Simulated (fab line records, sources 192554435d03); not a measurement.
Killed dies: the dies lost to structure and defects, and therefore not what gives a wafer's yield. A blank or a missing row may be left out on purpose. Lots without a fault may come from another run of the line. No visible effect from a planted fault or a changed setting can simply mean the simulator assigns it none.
fab line records	flow n5_finfet
record: lots: 6	wafers: 18	last_day: 16
route steps=1938 shown HKMG_FIN@394 BEOL_M4@1111 PASSIVATION@1936
lots untouched by any fault: they come from a run of this same line in which no faults occurred
start_h: hours from the record's opening day to when the first of the lot's shown wafers began	wait_h: hours elapsed since this lot's preceding step	" identical to the entry in the row above	L1.1+2: one row covering several wafers at once	- value missing, or start not given	* or withheld: withheld	< > ~ a bound
route shown NAME@n: a module of which the file shows steps, and the number in the route of the first	usual: average and standard deviation across the fault-free wafers	same: alike in all rows	chamber/n: place in a boat	sites: the reading at each site	_std_site: the values' standard deviation	_edge_site: inner sites' mean taken away from outer sites' mean	radius_mm: how far each site lies from the wafer's centre	mask NAME#n: copy n	behind: the last tool/chamber to shape the wafer	hold: what put the lot on hold/how long, in hours/how the hold closed	device: the n, p or np transistor that did not switch	end of line: at the end of the route, the tests of the same wafers	step lacking rows: just its recipe	killed: the dies lost at the first sort to structure and to defects; this is not the yield of the wafer	map: a wafer's dies, marking killed ones x, the rest . and places with no die _
set.NAME: the run value of the setting; set.NAME@STEP: its run value at that earlier step	model.NAME: the simulator's own value behind a step, which no gauge read
lots at selected steps of the route; one table per step, one row per wafer
services: a tool's chamber out of use, with start hour (start_h, from the record's first day; less than 0 if before it), hours out, and reason
== steps ==
step: N5_HKMG_FIN_SOFTBAKE_44
recipe: temp_c: 110	time_s: 60	resist: CAR-ArF
step: N5_HKMG_FIN_EXPOSE_46
recipe: mask_id: NDIPOLE	na: 1.35	source_shape: conventional	sigma_outer: 0.8	polarization: unpolarized	dose_mj: 40
step: N5_HKMG_FIN_PEB_47
recipe: peb_temp_c: withheld	peb_time_s: 60	resist: CAR-ArF
step: N5_HKMG_FIN_DEVELOP_48
recipe: develop_time_s: 30	developer: TMAH	resist: CAR-ArF	rinse_liquid: diw	dry: air_spin	dev_temp_c: 23
step: N5_HKMG_FIN_CD_MEAS_49
recipe: target_cd_nm: 202	landing_energy_ev: 500	detector: se_inlens	polarity: opening
usual: cd_nm: 201.9/0.84
lot.wafer	tool	chamber	start_h	wait_h	cd_nm
L197.3	cd_sem-01	0	71.55	-	201.5
L197.4	"	0	"	"	201.2
L197.6	"	0	"	"	203.0
L201.2	cd_sem-02	0	97.66	-	202.6
L201.5	"	0	"	"	202.0
L201.6	"	0	"	"	201.1
L206.1	cd_sem-02	0	125.68	-	200.3
L206.4	"	0	"	"	202.3
L206.5	"	0	"	"	202.0
L207.1	cd_sem-02	0	131.03	-	201.7
L207.2	"	0	"	"	200.7
L207.4	"	0	"	"	202.4
L211.3	cd_sem-03	0	157.03	-	202.0
L211.4	"	0	"	"	201.4
L211.6	"	0	"	"	200.1
L214.2	cd_sem-03	0	173.62	-	201.2
L214.4	"	0	"	"	201.9
L214.5	"	0	"	"	201.4
step: N5_HKMG_FIN_OVL_MEAS_50
recipe: points_per_wafer: 44
usual: NDIPOLE_OVL: 0.3/0.63
lot.wafer	tool	chamber	start_h	wait_h	NDIPOLE_OVL[nm]
L197.3	overlay-01	0	71.58	0.0	-0.5
L197.4	"	0	"	"	-0.5
L197.6	"	0	"	"	-0.2
L201.2	overlay-02	0	97.69	0.0	1.2
L201.5	"	0	"	"	0.8
L201.6	"	0	"	"	0.0
L206.1	overlay-01	0	125.71	0.0	0.4
L206.4	"	0	"	"	0.6
L206.5	"	0	"	"	0.8
L207.1	overlay-02	0	131.06	0.0	1.0
L207.2	"	0	"	"	2.1
L207.4	"	0	"	"	1.0
L211.3	overlay-02	0	157.06	0.0	-1.3
L211.4	"	0	"	"	0.7
L211.6	"	0	"	"	-0.3
L214.2	overlay-01	0	173.65	0.0	0.3
L214.4	"	0	"	"	0.3
L214.5	"	0	"	"	0.3
step: N5_HKMG_FIN_INSPECT_61
recipe: mode: adi	inspect_instrument: macro
usual: raw_defect_count: 1.9/1.4
lot.wafer	tool	chamber	start_h	wait_h	raw_defect_count
L197.3	defect_inspect-01	-	71.60	0.0	0
L197.4	"	-	"	"	3
L197.6	"	-	"	"	0
L201.2	defect_inspect-02	-	97.71	0.0	1
L201.5	"	-	"	"	0
L201.6	"	-	"	"	4
L206.1	defect_inspect-01	-	125.73	0.0	3
L206.4	"	-	"	"	0
L206.5	"	-	"	"	4
L207.1	defect_inspect-01	-	131.08	0.0	0
L207.2	"	-	"	"	0
L207.4	"	-	"	"	1
L211.3	defect_inspect-01	-	157.08	0.0	2
L211.4	"	-	"	"	0
L211.6	"	-	"	"	2
L214.2	defect_inspect-01	-	173.67	0.0	1
L214.4	"	-	"	"	3
L214.5	"	-	"	"	0
step: N5_HKMG_FIN_DESCUM_53
recipe: chemistry: O2	time_s: 7.9	source_power_w: 50	bias_power_w: 20	pressure_mtorr: 20	rf_frequency_hz: 2.712e+07	temp_c: 40	resist: CAR-ArF	o2_flow_sccm: 225
usual: drypump_motor_current_A: 5.5/0.43	oes_product_au: 0.80/0.1	rf_vpp_V: 243.4/1.1	showerhead_plenum_p_Torr: 2.11/0.062	throttle_valve_pct: 20.28/0.29
lot.wafer	tool	chamber	start_h	wait_h	drypump_motor_current_A	oes_product_au	rf_hours_counter_h	rf_vpp_V	showerhead_plenum_p_Torr	throttle_valve_pct
L197.3	rie_diel-04	3	71.64	0.0	5.6	0.71	205	244.5	2.17	20.58
L197.4	"	0	"	"	5.8	0.69	213	242.6	2.06	20.61
L197.6	"	2	"	"	4.9	0.92	-	243.0	2.14	20.08
L201.2	rie_diel-04	3	97.75	0.0	5.6	0.71	215	243.3	2.16	20.62
L201.5	"	3	"	"	5.6	0.71	-	245.3	2.16	20.60
L201.6	"	1	"	"	5.2	0.70	-	242.2	1.98	20.69
L206.1	rie_diel-04	2	125.77	0.0	4.9	0.87	33	241.8	2.14	20.10
L206.4	"	0	"	"	5.9	0.68	236	242.8	2.05	20.64
L206.5	"	3	"	"	5.6	0.70	-	243.1	2.16	20.61
L207.1	rie_diel-04	2	131.31	0.2	4.9	0.89	34	243.6	2.14	20.13
L207.2	"	0	"	"	5.9	0.69	238	242.0	2.05	20.65
L207.4	"	1	"	"	5.2	0.95	5	245.5	2.25	20.17
L211.3	rie_diel-02	0	157.40	0.3	6.2	0.93	10	241.9	2.02	20.31
L211.4	"	2	"	"	6.2	0.88	17	242.9	2.06	19.92
L211.6	"	2	"	"	6.2	0.88	-	241.7	2.06	19.91
L214.2	rie_diel-01	3	173.71	0.0	4.8	0.78	92	242.7	2.07	19.75
L214.4	"	1	"	"	5.5	0.95	6	244.1	2.16	19.98
L214.5	"	2	"	"	5.6	0.94	-	243.1	2.13	20.30
step: N5_HKMG_FIN_ETCH_54
recipe: chemistry: CF4	target: SiARC	target_depth_a: 455	mask_material: CAR-ArF	time_s: 75.8	ion_energy_ev: 80	pressure_mtorr: 40	source_w: 545	bias_w: 36	Ar_flow_sccm: 100	cf4_flow_sccm: 100	ends: cleared
usual: drypump_motor_current_A: 5.5/0.43	etch_rf_on_time_s: 75.2/2.7	oes_product_au: 0.69/0.084	rf_fwd_power_W: 539.1/2.3	rf_vpp_V: 184.2/0.97	showerhead_plenum_p_Torr: 2.16/0.056	throttle_valve_pct: 15.5/0.33
lot.wafer	tool	chamber	start_h	wait_h	drypump_motor_current_A	etch_rf_on_time_s	oes_product_au	rf_fwd_power_W	rf_hours_counter_h	rf_vpp_V	showerhead_plenum_p_Torr	throttle_valve_pct
L197.3	rie_diel-04	3	71.67	0.0	5.6	70.7	0.64	538.7	205	184.7	2.22	15.8
L197.4	"	0	"	"	5.9	75.8	0.60	540.9	213	183.4	2.13	16.0
L197.6	"	2	"	"	5.0	74.9	0.77	534.4	-	185.3	2.18	15.1
L201.2	rie_diel-04	3	97.78	0.0	5.6	70.8	0.62	538.4	215	184.6	2.22	15.8
L201.5	"	3	"	"	5.6	71.1	0.63	537.1	-	185.8	2.22	15.8
L201.6	"	1	"	"	5.2	73.2	0.60	536.9	-	184.3	2.04	15.9
L206.1	rie_diel-04	2	125.80	0.0	4.9	75.8	0.75	537.5	33	184.0	2.17	15.1
L206.4	"	0	"	"	5.9	77.2	0.57	540.0	236	185.2	2.12	16.0
L206.5	"	3	"	"	5.6	71.5	0.62	540.8	-	183.2	2.21	15.9
L207.1	rie_diel-04	2	131.35	0.0	5.0	74.4	0.76	537.4	34	185.3	2.17	15.1
L207.2	"	0	"	"	5.9	76.5	0.58	539.9	238	184.3	2.12	16.0
L207.4	"	1	"	"	5.2	75.2	0.82	539.0	5	185.4	2.29	15.4
L211.3	rie_diel-02	0	157.43	0.0	6.2	71.5	0.82	535.1	10	185.9	2.10	15.7
L211.4	"	2	"	"	6.2	78.5	0.76	539.7	17	182.2	2.12	15.1
L211.6	"	2	"	"	6.2	78.5	0.75	541.6	-	184.8	2.12	15.1
L214.2	rie_diel-01	3	173.74	0.0	4.8	77.1	0.67	536.5	92	184.9	2.15	15.2
L214.4	"	1	"	"	5.5	78.3	0.79	540.1	6	184.0	2.19	15.0
L214.5	"	2	"	"	5.6	74.1	0.78	538.4	-	184.0	2.19	15.4
step: N5_HKMG_FIN_ETCH_55
recipe: chemistry: N2/H2	target: SOC	target_depth_a: 2400	temp_c: 40	time_s: 300	ion_energy_ev: 200	mask_material: SiARC	pressure_mtorr: 30	source_w: 840	bias_w: 150	n2_flow_sccm: 200	h2_flow_sccm: 200
usual: drypump_motor_current_A: 5.5/0.43	oes_product_au: 0.80/0.1	rf_fwd_power_W: 838.1/2.7	rf_vpp_V: 524.4/2	showerhead_plenum_p_Torr: 2.56/0.074	throttle_valve_pct: 17.74/0.22
lot.wafer	tool	chamber	start_h	wait_h	drypump_motor_current_A	oes_product_au	rf_fwd_power_W	rf_hours_counter_h	rf_vpp_V	showerhead_plenum_p_Torr	throttle_valve_pct
L197.3	rie_diel-04	3	71.73	0.0	5.6	0.73	840.7	205	526.3	2.63	17.99
L197.4	"	0	"	"	5.9	0.69	841.1	213	523.2	2.49	17.92
L197.6	"	2	"	"	5.0	0.91	840.9	-	524.3	2.61	17.66
L201.2	rie_diel-04	3	97.84	0.0	5.6	0.73	836.8	215	526.0	2.62	18.01
L201.5	"	3	"	"	5.6	0.73	841.4	-	526.5	2.62	18.00
L201.6	"	1	"	"	5.2	0.69	835.7	-	519.5	2.42	18.19
L206.1	rie_diel-04	2	125.86	0.0	5.0	0.88	836.6	33	525.6	2.60	17.68
L206.4	"	0	"	"	5.9	0.68	839.0	236	523.9	2.48	17.95
L206.5	"	3	"	"	5.6	0.73	835.9	-	525.4	2.62	18.02
L207.1	rie_diel-04	2	131.40	0.0	5.0	0.88	836.6	34	525.3	2.60	17.68
L207.2	"	0	"	"	5.9	0.67	840.4	238	522.9	2.48	17.94
L207.4	"	1	"	"	5.2	0.94	839.2	5	528.0	2.74	17.66
L211.3	rie_diel-02	0	157.49	0.0	6.2	0.97	835.2	10	523.1	2.48	17.82
L211.4	"	2	"	"	6.2	0.89	835.8	17	523.4	2.50	17.34
L211.6	"	2	"	"	6.2	0.88	838.6	-	523.1	2.50	17.34
L214.2	rie_diel-01	3	173.80	0.0	4.8	0.78	841.2	92	525.6	2.57	17.54
L214.4	"	1	"	"	5.5	0.93	838.5	6	523.8	2.59	17.27
L214.5	"	2	"	"	5.6	0.91	835.7	-	523.5	2.59	17.65
step: N5_HKMG_FIN_STRIP_56
recipe: chemistry: N2/H2	temp_c: 40	n2_flow_sccm: 200	h2_flow_sccm: 200	rf_frequency_hz: 6e+07
step: N5_HKMG_FIN_STRIP_57
recipe: chemistry: CF4	resist: SiARC	power_w: 300	bias_power_w: 75	pressure_mtorr: 50	cf4_flow_sccm: 150	rf_frequency_hz: 6e+07
usual: drypump_motor_current_A: 5.5/0.43	oes_product_au: 0.79/0.094	rf_vpp_V: 271.4/1.3	showerhead_plenum_p_Torr: 1.81/0.043	throttle_valve_pct: 13.5/0.35
lot.wafer	tool	chamber	start_h	wait_h	drypump_motor_current_A	oes_product_au	rf_hours_counter_h	rf_vpp_V	showerhead_plenum_p_Torr	throttle_valve_pct
L197.3	rie_diel-04	3	71.92	0.0	5.6	0.70	205	272.5	1.84	13.8
L197.4	"	0	"	"	5.8	0.70	213	271.3	1.80	14.0
L197.6	"	2	"	"	4.9	0.90	-	270.5	1.81	13.0
L201.2	rie_diel-04	3	98.03	0.0	5.6	0.71	215	271.4	1.84	13.8
L201.5	"	3	"	"	5.6	0.71	-	271.0	1.84	13.8
L201.6	"	1	"	"	5.1	0.68	-	268.3	1.71	13.9
L206.1	rie_diel-04	2	126.05	0.0	4.9	0.85	33	271.5	1.81	13.1
L206.4	"	0	"	"	5.9	0.68	236	270.3	1.79	14.1
L206.5	"	3	"	"	5.6	0.69	-	272.4	1.84	13.8
L207.1	rie_diel-04	2	131.59	0.0	4.9	0.85	34	272.6	1.81	13.1
L207.2	"	0	"	"	5.9	0.68	238	269.4	1.79	14.1
L207.4	"	1	"	"	5.2	0.94	5	275.2	1.92	13.3
L211.3	rie_diel-02	0	157.68	0.0	6.2	0.92	10	271.5	1.77	13.6
L211.4	"	2	"	"	6.2	0.89	17	270.1	1.78	13.1
L211.6	"	2	"	"	6.1	0.89	-	270.3	1.78	13.1
L214.2	rie_diel-01	3	173.99	0.0	4.8	0.78	92	271.3	1.79	13.1
L214.4	"	1	"	"	5.5	0.93	6	273.0	1.83	13.0
L214.5	"	2	"	"	5.6	0.88	-	271.4	1.82	13.3
step: N5_HKMG_FIN_ETCH_58
recipe: chemistry: N2/H2	target: SOC	target_depth_a: 2158	ion_energy_ev: 50	bias_w: 13	time_s: 741	pressure_mtorr: 30	source_w: 875	n2_flow_sccm: 200	h2_flow_sccm: 200
usual: drypump_motor_current_A: 5.5/0.43	oes_product_au: 0.80/0.099	rf_fwd_power_W: 874.1/2.6	rf_vpp_V: 99.2/0.93	showerhead_plenum_p_Torr: 2.56/0.075	throttle_valve_pct: 17.69/0.23
lot.wafer	tool	chamber	start_h	wait_h	drypump_motor_current_A	oes_product_au	rf_fwd_power_W	rf_hours_counter_h	rf_vpp_V	showerhead_plenum_p_Torr	throttle_valve_pct	model.etch.depth_nm	model.SOC_of_HKMG_FIN_COAT_41.thk_nm	model.HKMG_FIN.feature_depth_nm
L197.3	rie_diel-04	3	71.94	0.0	5.6	0.75	876.2	205	99.7	2.63	17.95	231	70.2	231
L197.4	"	0	"	"	5.9	0.69	875.7	213	98.7	2.49	17.85	214	87	214
L197.6	"	2	"	"	4.9	0.91	874.6	-	99.8	2.61	17.62	218.1	83	218
L201.2	rie_diel-04	3	98.05	0.0	5.6	0.74	874.4	215	99.0	2.62	17.97	228.9	72.8	229
L201.5	"	3	"	"	5.6	0.74	874.8	-	99.4	2.62	17.98	229.8	72.4	229.8
L201.6	"	1	"	"	5.1	0.70	873.4	-	98.1	2.42	18.14	222.9	78.2	223
L206.1	rie_diel-04	2	126.07	0.0	5.0	0.99	1081.5	33	91.6	2.60	17.66	264.4	35.8	264.4
L206.4	"	0	"	"	5.9	0.68	872.3	236	100.1	2.48	17.90	212.2	87.8	212.2
L206.5	"	3	"	"	5.6	0.73	878.4	-	101.1	2.62	17.98	229.1	72	229.2
L207.1	rie_diel-04	2	131.61	0.0	4.9	0.98	1078.9	35	93.1	2.60	17.65	260.2	39.6	260.2
L207.2	"	0	"	"	5.9	0.67	874.6	238	98.8	2.48	17.90	210.9	88.8	210.8
L207.4	"	1	"	"	5.2	0.96	872.8	5	99.0	2.74	17.61	214.8	85.4	214.8
L211.3	rie_diel-02	0	157.70	0.0	6.2	0.95	871.5	10	97.2	2.48	17.76	224.1	76	224
L211.4	"	2	"	"	6.2	0.86	872.4	17	98.7	2.50	17.31	204	95.8	204
L211.6	"	2	"	"	6.2	0.88	869.6	-	98.8	2.50	17.30	205.4	94.8	205.4
L214.2	rie_diel-01	3	174.01	0.0	4.8	0.78	871.9	92	99.5	2.57	17.48	217.2	83.6	217.2
L214.4	"	1	"	"	5.5	0.93	872.4	6	99.3	2.59	17.23	212.4	88.2	212.4
L214.5	"	2	"	"	5.6	0.92	875.9	-	100.8	2.59	17.61	224.5	75.6	224.6
step: N5_HKMG_FIN_STRIP_93
recipe: chemistry: N2/H2	material: SOC	time_s: 20	power_w: 500	temp_c: 40	pressure_mtorr: 50	rf_frequency_hz: 6e+07	bias_power_w: 8	h2_frac: 0.5	n2_flow_sccm: 300	h2_flow_sccm: 300
usual: drypump_motor_current_A: 5.5/0.44	oes_product_au: 0.80/0.098	rf_vpp_V: 54.0/0.86	showerhead_plenum_p_Torr: 3.38/0.096	throttle_valve_pct: 18.99/0.29
lot.wafer	tool	chamber	start_h	wait_h	drypump_motor_current_A	oes_product_au	rf_hours_counter_h	rf_vpp_V	showerhead_plenum_p_Torr	throttle_valve_pct	model.SOC_of_HKMG_FIN_COAT_41.thk_nm
L197.3	rie_diel-04	3	72.36	0.2	5.6	0.75	205	55.4	3.46	19.08	59.2
L197.4	"	0	"	"	5.9	0.69	213	55.1	3.29	18.82	77
L197.6	"	2	"	"	5.0	0.90	-	52.7	3.45	19.47	72.8
L201.2	rie_diel-04	3	98.47	0.2	5.6	0.75	216	53.1	3.46	19.08	61.8
L201.5	"	3	"	"	5.6	0.75	-	54.5	3.46	19.10	61.4
L201.6	"	1	"	"	5.2	0.70	-	53.4	3.20	19.28	67.6
L206.1	rie_diel-04	2	126.50	0.2	5.0	0.87	33	53.9	3.44	19.49	25.4
L206.4	"	0	"	"	5.9	0.68	237	53.5	3.28	18.85	77.8
L206.5	"	3	"	"	5.6	0.74	-	54.3	3.45	19.10	61
L207.1	rie_diel-04	2	132.04	0.2	5.0	0.86	35	53.3	3.44	19.51	29.4
L207.2	"	0	"	"	5.9	0.66	238	53.6	3.28	18.88	79
L207.4	"	1	"	"	5.2	0.96	5	55.2	3.61	18.78	75.2
L211.3	rie_diel-02	0	158.12	0.2	6.2	0.97	10	55.4	3.28	18.95	65.2
L211.4	"	2	"	"	6.2	0.87	17	52.8	3.30	18.53	86
L211.6	"	2	"	"	6.2	0.87	-	55.2	3.30	18.52	85
L214.2	rie_diel-01	3	174.43	0.2	4.8	0.80	92	53.5	3.39	19.04	73
L214.4	"	1	"	"	5.6	0.91	6	53.4	3.42	18.85	78.4
L214.5	"	2	"	"	5.6	0.92	-	54.8	3.42	18.73	65
step: N5_HKMG_FIN_WET_ETCH_76
recipe: chemistry: dNH4OH	mix: 1:50	temp_c: 25	target: Al2O3	stop_on: La2O3	target_depth_nm: 2.25	dry: ipa_marangoni	rinse_time_s: 30	rinse_temp_c: 23
step: N5_BEOL_M4_RC_MEAS_101
usual: DIBL_N: 36.2/2.2	DIBL_P: 36.5/3	IOFF_N: 0.16/0.039	IOFF_P: 0.22/0.047	ION_N: 675/15	ION_P: 463/10	SS_N: 71.6/0.71	SS_P: 73.4/0.94	VT_N: 250/3.6	VT_P: -250/3.9
lot.wafer	tool	chamber	start_h	wait_h	DIBL_N[mV/V]	DIBL_P[mV/V]	IOFF_N[nA/um]	IOFF_P[nA/um]	ION_N[uA/um]	ION_P[uA/um]	SS_N[mV/dec]	SS_P[mV/dec]	VT_N[mV]	VT_P[mV]
L197.3	prober-01	0	161.71	0.3	38.6	38.4	0.23	0.26	684	464	73.1	73.2	246	-247
L197.4	"	0	"	"	36.0	35.5	0.16	0.20	669	457	71.9	73.2	252	-251
L197.6	"	0	"	"	36.1	35.4	0.17	0.20	673	453	71.7	73.3	249	-252
L201.2	prober-02	0	194.75	0.2	37.3	39.2	0.17	0.25	662	452	71.9	74.2	250	-248
L201.5	"	0	"	"	29.9	29.1	0.08	0.12	635	442	69.9	71.4	262	-256
L201.6	"	0	"	"	37.4	39.7	0.18	0.26	669	463	71.4	73.7	249	-245
L206.1	prober-02	0	222.86	0.0	33.1	32.1	0.11	0.11	643	434	70.9	71.8	257	-260
L206.4	"	0	"	"	38.7	40.7	0.19	0.22	671	450	71.9	74.5	248	-252
L206.5	"	0	"	"	38.0	39.7	0.19	0.20	668	443	71.7	73.8	248	-255
L207.1	prober-02	0	226.97	0.0	36.4	40.4	0.17	0.30	668	468	71.3	74.4	250	-248
L207.2	"	0	"	"	37.6	40.1	0.20	0.27	683	471	71.7	73.9	247	-248
L207.4	"	0	"	"	38.1	40.0	0.21	0.26	681	465	71.6	73.7	246	-248
L211.3	prober-01	0	257.15	0.3	37.4	38.4	0.16	0.20	692	466	71.3	72.7	251	-255
L211.4	"	0	"	"	36.0	37.6	0.16	0.20	693	472	70.9	73.5	248	-255
L211.6	"	0	"	"	35.3	35.6	0.12	0.15	659	451	70.8	72.8	254	-257
L214.2	prober-02	0	280.30	0.2	34.7	33.9	0.14	0.17	669	451	71.6	72.9	249	-255
L214.4	"	0	"	"	31.0	29.2	0.09	0.13	645	446	70.2	71.6	255	-255
L214.5	"	0	"	"	36.7	37.9	0.19	0.25	703	483	71.9	73.2	246	-247
step: N5_PASSIVATION_PROBE_49
usual: defect_limited_yield: 91.5/1.5	killed_at_M0_to_M3: 32/10	killed_at_M4_up: 13/4.9	killed_at_contacts: 13/6.1	killed_at_front_end: 38/11	killed_at_other: 3/3.2	killed_dies: 101/18	killed_open: 66/13	killed_short: 32/8.3	sort_bin_5_function: 5.0/1	sort_bin_6_memory: 3.2/0.74	sort_bin_8_speed: 0.1/1.1	sort_n_pass: 1078/22	sort_yield_pct: 91.3/1.9
same: gross_dies: 1180	killed_at_back_side: 0	sort_bin_4_leakage[%]: 0
lot.wafer	tool	chamber	start_h	wait_h	defect_limited_yield[%]	killed_at_M0_to_M3	killed_at_M4_up	killed_at_contacts	killed_at_front_end	killed_at_other	killed_dies	killed_open	killed_short	sort_bin_5_function[%]	sort_bin_6_memory[%]	sort_bin_8_speed[%]	sort_n_pass	sort_yield_pct[%]
L206.1	prober-01	-	333.57	0.2	90.7	51	19	3	30	7	110	79	28	5.3	3.8	0.4	1065	90.3
L206.4	prober-01	-	333.72	0.4	92.5	24	16	9	36	3	88	52	30	4.5	2.8	0	1092	92.5
L206.5	prober-01	-	333.77	0.4	91.9	26	7	15	45	2	95	65	25	5.5	2.0	0	1085	91.9
L207.2	prober-02	-	335.40	0.1	90.8	29	7	14	58	0	108	64	32	4.7	3.3	0	1072	90.8
killed by level:class
L206.1 BEOL_M3:geometric_particle:open=14 BEOL_M2:geometric_particle:open=12 BEOL_M0_SAQP:geometric_particle:open=8 BEOL_M0:geometric_particle:open=5 BEOL_M4:geometric_particle:open=5 STARTING-WAFER:geometric_particle:short=5 FIN_SAQP:geometric_particle:open=4 STI_FIN_REVEAL:geometric_particle:open=4
L206.4 FIN_SAQP:geometric_particle:short=13 BEOL_M2:geometric_particle:open=8 MOL_CONTACT_COAG:geometric_particle:open=7 FIN_SAQP:geometric_particle:open=5 GATE_CUT:geometric_particle:short=4 BEOL_M0_SAQP:geometric_particle:short=4 BEOL_M4:geometric_particle:open=4 STI_FIN_REVEAL:geometric_particle:open=3
L206.5 FIN_SAQP:geometric_particle:short=12 BEOL_M3:geometric_particle:open=12 MOL_CONTACT_COAG:geometric_particle:open=10 STI_FIN_REVEAL:geometric_particle:open=8 FIN_SAQP:geometric_particle:open=7 BEOL_M2:geometric_particle:open=6 BEOL_M0_SAQP:geometric_particle:open=4 GATE_CUT:geometric_particle:open=3
L207.2 FIN_SAQP:geometric_particle:open=14 HKMG_FIN:area_etch=11 MOL_CONTACT_COAG:geometric_particle:open=9 BEOL_M0_SAQP:geometric_particle:short=9 BEOL_M1:geometric_particle:open=9 FIN_SAQP:geometric_particle:short=8 GATE_CUT:geometric_particle:open=5 GATE_CUT:geometric_particle:short=5
== services ==
tool	chamber	start_h	hours	kind
rie_diel-01	2	80.94	-	clean
rie_diel-01	2	80.94	-	consumable_replace:focus_ring
rie_diel-01	2	80.94	28.7	scheduled_down
rie_diel-01	2	80.94	28.7	vent_cycle
rie_diel-04	2	84.75	13.7	repair
rie_diel-02	2	93.10	-	clean
rie_diel-02	2	93.10	-	consumable_replace:focus_ring
rie_diel-02	2	93.10	19.4	scheduled_down
rie_diel-02	2	93.10	19.4	vent_cycle
rie_diel-04	1	101.89	-	clean
rie_diel-04	1	101.89	-	consumable_replace:focus_ring
rie_diel-04	1	101.89	-	consumable_replace:showerhead
rie_diel-04	1	101.89	14.8	scheduled_down
rie_diel-04	1	101.89	14.8	vent_cycle
rie_diel-02	0	112.52	-	clean
rie_diel-02	0	112.52	-	consumable_replace:focus_ring
rie_diel-02	0	112.52	13.0	scheduled_down
rie_diel-02	0	112.52	13.0	vent_cycle
rie_diel-01	0	114.92	6.0	repair
rie_diel-04	0	165.14	-	clean
rie_diel-04	0	165.14	-	consumable_replace:focus_ring
rie_diel-04	0	165.14	17.2	scheduled_down
rie_diel-04	0	165.14	17.2	vent_cycle
rie_diel-04	1	173.76	7.8	repair
== key ==
first_sign: step: N5_HKMG_FIN_ETCH_58	reading: rf_fwd_power_W	direction: up	sigmas: 78	usual: *	struck: *
effect: step: N5_HKMG_FIN_ETCH_58	reading: rf_vpp_V	direction: down	sigmas: 7.4	usual: 99.2	struck: 92.4
model_effect: step: N5_HKMG_FIN_ETCH_58	value: etch.depth_nm	without: 218.4	struck: 262.3
model_effect: step: N5_HKMG_FIN_STRIP_93	value: SOC_of_HKMG_FIN_COAT_41.thk_nm	without: 71.4	struck: 27.4
met_at N5_HKMG_FIN_ETCH_58
struck_wafers L206.1,L207.1
baseline_loss: step: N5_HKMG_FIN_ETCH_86	wafers: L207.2
onset_between 71.94 126.07
fault: kind: process_parameter_drift	tool: rie_diel-04	chamber: 2	onset_h: 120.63	steps: N5_HKMG_FIN_ETCH_58	channel: source_w	offset: 210	shape: step	end_h: 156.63	acts_in: these_recipes_only	stated: 875
baseline_loss: these wafers lose ten dies or more at that step, a loss of the line's own and not of a fault; the sort's usual values leave them out
